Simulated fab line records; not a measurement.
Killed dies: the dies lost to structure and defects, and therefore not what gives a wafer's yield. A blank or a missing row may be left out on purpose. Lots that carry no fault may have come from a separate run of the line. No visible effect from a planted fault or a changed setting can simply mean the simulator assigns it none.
fab line records -- flow n5-finfet
record: lots: 7, wafers: 21
route steps=1938 shown BEOL_M13@1710 BEOL_M14@1716 BEOL_M15@1820 MIM_BOT_ETCH@1867 PASSIVATION@1916
start-h: hours from the record's opening day to when the first of the lot's shown wafers began -- wait-h: time in hours since the lot's previous step -- " repeats the value in the row above -- L1.1+2: several wafers, shown together as one row -- - no value, or no start was given -- * or withheld: withheld -- < > ~ a bound
route shown NAME@n: a module of which the file shows steps, and the number in the route of the first -- usual: the fault-free wafers' mean and standard deviation -- same: alike in all rows -- chamber/n: place in a boat -- sites: per-site readings -- _std_site: standard deviation across them -- _edge_site: inner sites' mean taken away from outer sites' mean -- radius-mm: for every site, how far away it sits from the centre of the wafer -- mask NAME#n: copy n -- behind: the last tool/chamber to shape the wafer -- hold: why the lot went on hold/how many hours it stayed there/how the hold came to an end -- device: the transistor (n, p or np) that didn't switch -- end of line: the tests these same wafers got at the end of their route -- a step with no rows: only its recipe -- killed: dies lost to structure and defects at the first sort, not the wafer's yield -- map: dies across one wafer; x = killed, . = not, _ = none there
set.NAME: setting as actually run; set.NAME@STEP: the setting as run at that earlier step -- model.NAME: the simulator's own value behind a step, which no gauge read
lots with deliberately changed settings; one table per step, one row per wafer
== steps ==
step: N5_BEOL_M13_CMP_49
recipe: stop-on: SiOC, t-overpolish-s: 17.1, down-force-psi: 1, platen-rpm: 50, clearing-platen-down-force-psi: 1.5, clearing-platen-rpm: 50, post-cmp-clean: cu-alkaline, target-thk-nm: 420, clearing-platen-pad-velocity-m-s: 0.99484, pad-velocity-m-s: 0.99484
usual: barrier-field-endpoint-s: 30.1/0.65
lot.wafer,tool,chamber,start-h,wait-h,set.down-force-psi,barrier-field-endpoint-s
L074.3,cmp-02,2,261.72,0.2,1,30.2
L074.4,cmp-02,0,261.72,0.2,1,30.3
L074.5,cmp-02,2,261.72,0.2,1,30.5
L075.1,cmp-01,2,268.32,0.3,1,28.8
L075.3,cmp-01,3,268.32,0.3,1,29.4
L075.2,cmp-01,0,268.32,0.3,0.8539,33.9
L082.2,cmp-03,1,316.59,0.3,1,29.9
L082.4,cmp-03,3,316.59,0.3,1,29.9
L082.6,cmp-03,1,316.59,0.3,0.9332,32.5
L089.4,cmp-01,3,341.69,0.1,0.8467,35.7
L089.3,cmp-01,0,341.69,0.1,1,30.4
L089.1,cmp-01,2,341.69,0.1,0.8467,36.7
L094.2,cmp-01,0,374.79,0.2,1.216,25.8
L094.3,cmp-01,1,374.79,0.2,1,31.1
L094.4,cmp-01,2,374.79,0.2,1.216,25.6
L093.4,cmp-02,2,398.75,0.1,1.217,24.7
L093.3,cmp-02,0,398.75,0.1,1,29.5
L093.6,cmp-02,3,398.75,0.1,1.217,24.4
L096.2,cmp-03,0,403.33,0.3,0.8465,36.9
L096.4,cmp-03,1,403.33,0.3,1,30.6
L096.5,cmp-03,3,403.33,0.3,0.8465,35.5
step: N5_BEOL_M14_ILD_DEP_00
recipe: material: SiO2, target-thk-a: 11193, temp-c: 400, precursor: TEOS/O2, pressure-torr: 6.5, rf-w: 900, teos-flow-sccm: 161.4, gas: O2, flow-sccm: 2650, time-s: 237.4
lot.wafer,tool,chamber,start-h,wait-h,set.time-s,model.SiO2_of_BEOL_M14_ILD_DEP_00.thk-nm
L074.3,pecvd-04,1,262.17,0.0,237.4,1100
L074.4,pecvd-04,2,262.17,0.0,237.4,1105
L074.5,pecvd-04,0,262.17,0.0,237.4,1122
L075.1,pecvd-03,0,268.82,0.0,209.4,981.2
L075.2,pecvd-03,1,268.82,0.0,209.4,976
L075.3,pecvd-03,2,268.82,0.0,237.4,1108
L082.2,pecvd-03,0,317.03,0.0,237.4,1109
L082.4,pecvd-03,1,317.03,0.0,221.8,1050
L082.6,pecvd-03,2,317.03,0.0,221.8,1051
L089.1,pecvd-03,1,342.17,0.0,272.4,1283
L089.3,pecvd-03,0,342.17,0.0,237.4,1111
L089.4,pecvd-03,2,342.17,0.0,272.4,1303
L094.2,pecvd-04,2,375.27,0.0,237.4,1108
L094.3,pecvd-04,0,375.27,0.0,237.4,1099
L094.4,pecvd-04,2,375.27,0.0,237.4,1129
L093.3,pecvd-04,0,399.31,0.1,237.4,1118
L093.4,pecvd-04,2,399.31,0.1,256.6,1192
L093.6,pecvd-04,0,399.31,0.1,237.4,1108
L096.2,pecvd-04,2,403.74,0.0,268,1248
L096.4,pecvd-04,0,403.74,0.0,237.4,1124
L096.5,pecvd-04,0,403.74,0.0,237.4,1116
step: N5_BEOL_M14_THK_MEAS_01
recipe: reads: SiO2_of_BEOL_M14_ILD_DEP_00
usual: M14_ILD_THK: 1115/13
lot.wafer,tool,chamber,start-h,wait-h,set.time-s@BEOL_M14_ILD_DEP_00,M14_ILD_THK[nm]
L074.3,film-metro-02,-,262.36,0.1,237.4,1100
L074.4,film-metro-02,-,262.36,0.1,237.4,1106
L074.5,film-metro-02,-,262.36,0.1,237.4,1122
L075.1,film-metro-02,-,269.01,0.1,209.4,981
L075.2,film-metro-02,-,269.01,0.1,209.4,976
L075.3,film-metro-02,-,269.01,0.1,237.4,1108
L082.2,film-metro-02,-,317.22,0.1,237.4,1109
L082.4,film-metro-02,-,317.22,0.1,221.8,1050
L082.6,film-metro-02,-,317.22,0.1,221.8,1051
L089.1,film-metro-02,-,342.36,0.1,272.4,1282
L089.3,film-metro-02,-,342.36,0.1,237.4,1111
L089.4,film-metro-02,-,342.36,0.1,272.4,1303
L094.2,film-metro-01,-,375.46,0.1,237.4,1109
L094.3,film-metro-01,-,375.46,0.1,237.4,1100
L094.4,film-metro-01,-,375.46,0.1,237.4,1129
L093.3,film-metro-01,-,399.50,0.1,237.4,1117
L093.4,film-metro-01,-,399.50,0.1,256.6,1192
L093.6,film-metro-01,-,399.50,0.1,237.4,1109
L096.2,film-metro-02,-,404.01,0.2,268,1249
L096.4,film-metro-02,-,404.01,0.2,237.4,1123
L096.5,film-metro-02,-,404.01,0.2,237.4,1117
step: N5_BEOL_M14_COAT_58
recipe: resist: BARC, temp-c: 205, time-s: 60, spin-rpm: 1500, resist-thk-nm: 89
step: N5_BEOL_M14_COAT_04
recipe: spin-rpm: 1704, resist-thk-nm: 800
step: N5_BEOL_M14_DESCUM_15
recipe: chemistry: O2, time-s: 7.9, source-power-w: 50, bias-power-w: 20, pressure-mtorr: 20, rf-frequency-hz: 2.712e+07, temp-c: 40, o2-flow-sccm: 225
step: N5_BEOL_M14_ETCH_59
recipe: chemistry: N2/H2, target: BARC, target-depth-a: 890, overetch-a: 267, time-s: 67.9, ion-energy-ev: 200, pressure-mtorr: 30, source-w: 840, bias-w: 150, n2-flow-sccm: 200, h2-flow-sccm: 200
step: N5_BEOL_M14_VIA_ETCH_16
recipe: chemistry: C4F8/O2/Ar, target: SiO2, he-inner-torr: 15, he-outer-torr: 30, target-depth-a: 12313, time-s: withheld, ion-energy-ev: 800, pressure-mtorr: 20, source-w: 1905, bias-w: 2040, Ar_flow_sccm: 400, C4F8_flow_sccm: 16, O2_flow_sccm: 12, ends: cleared
lot.wafer,tool,chamber,start-h,wait-h,set.time-s@BEOL_M14_ILD_DEP_00,model.etch.depth-nm,model.coat_of_BEOL_M14_COAT_04.thk-nm
L074.3,rie-diel-03,3,262.84,0.0,*,1100,456
L074.4,rie-diel-03,2,262.84,0.0,*,1105,454.2
L074.5,rie-diel-03,0,262.84,0.0,*,1122,450.6
L075.1,rie-diel-03,0,269.49,0.0,*,981.2,484
L075.2,rie-diel-03,3,269.49,0.0,*,976,487.4
L075.3,rie-diel-03,2,269.49,0.0,*,1108,451.8
L082.2,rie-diel-01,0,317.83,0.0,*,1109,454.4
L082.4,rie-diel-01,3,317.83,0.0,*,1050,465.6
L082.6,rie-diel-01,0,317.83,0.0,*,1051,468.4
L089.1,rie-diel-01,2,342.85,0.0,*,1283,417.2
L089.3,rie-diel-01,3,342.85,0.0,*,1111,456.4
L089.4,rie-diel-01,0,342.85,0.0,*,1303,411.4
L094.2,rie-diel-03,0,376.22,0.0,*,1108,460.8
L094.3,rie-diel-03,2,376.22,0.0,*,1099,458.6
L094.4,rie-diel-03,1,376.22,0.0,*,1129,455.8
L093.3,rie-diel-03,3,399.99,0.0,*,1118,458
L093.4,rie-diel-03,1,399.99,0.0,*,1192,439.8
L093.6,rie-diel-03,1,399.99,0.0,*,1108,462.2
L096.2,rie-diel-04,1,404.66,0.0,*,1248,426.6
L096.4,rie-diel-04,3,404.66,0.0,*,1124,452.4
L096.5,rie-diel-04,2,404.66,0.0,*,1116,457.4
step: N5_BEOL_M14_DEP_53
recipe: material: SiCN, target-thk-a: 500, temp-c: withheld, precursor: 3MS/NH3, pressure-torr: 3, rf-w: 675, time-s: 17.8
lot.wafer,tool,chamber,start-h,wait-h,set.time-s,model.SiCN_of_BEOL_M14_DEP_53.thk-nm
L074.3,pecvd-03,1,267.50,0.0,17.8,50
L074.4,pecvd-03,1,267.50,0.0,17.8,50.8
L074.5,pecvd-03,2,267.50,0.0,17.8,51
L075.1,pecvd-01,2,275.49,0.0,15.98,44.6
L075.2,pecvd-01,0,275.49,0.0,17.8,49.6
L075.3,pecvd-01,1,275.49,0.0,17.8,49.4
L082.2,pecvd-01,2,324.06,0.0,17.8,50.2
L082.4,pecvd-01,2,324.06,0.0,17.8,50.6
L082.6,pecvd-01,2,324.06,0.0,17.8,50.4
L089.1,pecvd-01,1,345.87,0.0,17.8,50.2
L089.3,pecvd-01,0,345.87,0.0,17.8,50.6
L089.4,pecvd-01,0,345.87,0.0,17.8,51.2
L094.2,pecvd-03,1,386.24,0.0,17.8,49
L094.3,pecvd-03,0,386.24,0.0,17.8,49.4
L094.4,pecvd-03,0,386.24,0.0,17.8,50.4
L093.3,pecvd-03,1,403.92,0.0,17.8,49.8
L093.4,pecvd-03,0,403.92,0.0,17.8,50.6
L093.6,pecvd-03,1,403.92,0.0,17.8,51.8
L096.2,pecvd-01,1,409.97,0.0,19.11,52.6
L096.4,pecvd-01,2,409.97,0.0,19.11,53.6
L096.5,pecvd-01,1,409.97,0.0,17.8,49.8
step: N5_BEOL_M15_SPUTTER_44
recipe: material: Ta, target-thk-a: 150, temp-c: 50, bias-v: 80, power-w: 15000, chamber-pressure-pa: 0.07, time-s: 24.19
lot.wafer,tool,chamber,start-h,wait-h,set.power-w,model.Ta_of_BEOL_M15_SPUTTER_44.thk-nm
L074.3+5,pvd-sputter-03,-,271.42,0.0,15000,15.4
L074.4,pvd-sputter-03,-,271.42,0.0,15000,15.2
L075.1,pvd-sputter-03,-,279.15,0.0,16110,16.2
L075.2,pvd-sputter-03,-,279.15,0.0,15000,15.2
L075.3,pvd-sputter-03,-,279.15,0.0,16110,16.4
L082.2,pvd-sputter-01,-,332.26,0.0,15000,15.4
L082.4,pvd-sputter-01,-,332.26,0.0,17540,17.6
L082.6,pvd-sputter-01,-,332.26,0.0,15000,15.2
L089.1,pvd-sputter-01,-,349.68,0.0,15000,15
L089.3,pvd-sputter-01,-,349.68,0.0,13370,13.2
L089.4,pvd-sputter-01,-,349.68,0.0,13370,13.4
L094.2,pvd-sputter-02,-,399.24,0.0,15000,15.6
L094.3,pvd-sputter-02,-,399.24,0.0,13050,13.4
L094.4,pvd-sputter-02,-,399.24,0.0,13050,13.6
L093.3,pvd-sputter-01,-,408.69,0.0,15000,14.8
L093.4+6,pvd-sputter-01,-,408.69,0.0,13410,13.2
L096.2,pvd-sputter-02,-,413.68,0.0,16380,16.8
L096.4,pvd-sputter-02,-,413.68,0.0,15000,15.2
L096.5,pvd-sputter-02,-,413.68,0.0,16380,16.6
step: N5_MIM_BOT_ETCH_ETCH_03
recipe: chemistry: Cl2/BCl3, target-depth-a: 120, pressure-mtorr: 8, icp-w: 800, bias-w: 100, Cl2_flow_sccm: 20, bcl3-flow-sccm: 80
lot.wafer,tool,chamber,start-h,wait-h,set.bias-w,model.etch.depth-nm
L074.3,rie-metal-02,1,278.47,0.1,100,11.9
L074.4,rie-metal-02,0,278.47,0.1,100,11.96
L074.5,rie-metal-02,1,278.47,0.1,100,12.02
L075.1,rie-metal-01,1,285.24,0.1,100,11.92
L075.2,rie-metal-01,0,285.24,0.1,100,12.07
L075.3,rie-metal-01,1,285.24,0.1,100,11.91
L082.2,rie-metal-03,0,338.36,0.1,113.2,12.57
L082.4,rie-metal-03,1,338.36,0.1,100,11.84
L082.6,rie-metal-03,1,338.36,0.1,113.2,12.51
L089.1,rie-metal-03,1,357.18,0.1,100,11.76
L089.3,rie-metal-03,1,357.18,0.1,100,11.7
L089.4,rie-metal-03,0,357.18,0.1,108.2,12.33
L094.2,rie-metal-01,1,406.19,0.1,100,12.15
L094.3,rie-metal-01,1,406.19,0.1,86.85,11.58
L094.4,rie-metal-01,0,406.19,0.1,100,12.03
L093.3,rie-metal-02,0,414.91,0.1,100,12.1
L093.4,rie-metal-02,1,414.91,0.1,100,12.25
L093.6,rie-metal-02,0,414.91,0.1,100,12.05
L096.2,rie-metal-02,1,420.94,0.1,100,12.15
L096.4,rie-metal-02,1,420.94,0.1,100,12.19
L096.5,rie-metal-02,1,420.94,0.1,100,11.94
step: N5_PASSIVATION_PECVD_35
recipe: material: SiNx, target-thk-a: 7000, temp-c: 400, precursor: SiH4/NH3/N2, pressure-torr: 4.9, rf-w: 1406, time-s: 151.3
lot.wafer,tool,chamber,start-h,wait-h,set.time-s,model.SiNx_of_PASSIVATION_PECVD_35.thk-nm
L074.3,pecvd-03,1,286.48,0.1,151.3,685.8
L074.4,pecvd-03,2,286.48,0.1,151.3,692.2
L074.5,pecvd-03,0,286.48,0.1,151.3,688.4
L075.1,pecvd-03,1,289.75,0.1,151.3,701
L075.2,pecvd-03,2,289.75,0.1,137.5,626.2
L075.3,pecvd-03,0,289.75,0.1,137.5,632
L082.2,pecvd-04,1,344.25,0.1,151.3,695
L082.4,pecvd-04,0,344.25,0.1,151.3,709.4
L082.6,pecvd-04,2,344.25,0.1,151.3,705
L089.1,pecvd-02,1,363.39,0.1,144.2,659.4
L089.3,pecvd-02,2,363.39,0.1,151.3,691
L089.4,pecvd-02,1,363.39,0.1,151.3,697.2
L094.2,pecvd-04,2,411.23,0.1,132.5,594.8
L094.3,pecvd-04,0,411.23,0.1,132.5,615.4
L094.4,pecvd-04,2,411.23,0.1,151.3,694.2
L093.3,pecvd-02,0,420.83,0.1,151.3,693
L093.4,pecvd-02,1,420.83,0.1,151.3,700.8
L093.6,pecvd-02,2,420.83,0.1,151.3,705.8
L096.2,pecvd-04,0,429.01,0.1,151.3,695.4
L096.4,pecvd-04,2,429.01,0.1,135.9,624.8
L096.5,pecvd-04,0,429.01,0.1,151.3,712.4
== key ==
split: step: N5_BEOL_M13_CMP_49, setting: down-force-psi, stated: 1, by: wafer
response: step: N5_BEOL_M13_CMP_49, reading: barrier-field-endpoint-s, change: -0.294, per: 1%, r: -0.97
split: step: N5_BEOL_M14_ILD_DEP_00, setting: time-s, stated: 237.4, by: wafer
response: step: N5_BEOL_M14_ILD_DEP_00, reading: model.SiO2_of_BEOL_M14_ILD_DEP_00.thk-nm, change: +10.9, per: 1%, r: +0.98
response: step: N5_BEOL_M14_THK_MEAS_01, reading: M14_ILD_THK, change: +10.9, per: 1%, r: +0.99
response: step: N5_BEOL_M14_VIA_ETCH_16, reading: model.etch.depth-nm, change: +10.9, per: 1%, r: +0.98
response: step: N5_BEOL_M14_VIA_ETCH_16, reading: model.coat_of_BEOL_M14_COAT_04.thk-nm, change: -2.59, per: 1%, r: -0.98
split: step: N5_BEOL_M14_DEP_53, setting: time-s, stated: 17.8, by: wafer
response: step: N5_BEOL_M14_DEP_53, reading: model.SiCN_of_BEOL_M14_DEP_53.thk-nm, change: +0.469, per: 1%, r: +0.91
split: step: N5_BEOL_M15_SPUTTER_44, setting: power-w, stated: 15000, by: wafer
response: step: N5_BEOL_M15_SPUTTER_44, reading: model.Ta_of_BEOL_M15_SPUTTER_44.thk-nm, change: +0.15, per: 1%, r: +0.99
split: step: N5_MIM_BOT_ETCH_ETCH_03, setting: bias-w, stated: 100, by: wafer
response: step: N5_MIM_BOT_ETCH_ETCH_03, reading: model.etch.depth-nm, change: +0.0504, per: 1%, r: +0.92
split: step: N5_PASSIVATION_PECVD_35, setting: time-s, stated: 151.3, by: wafer
response: step: N5_PASSIVATION_PECVD_35, reading: model.SiNx_of_PASSIVATION_PECVD_35.thk-nm, change: +7.52, per: 1%, r: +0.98
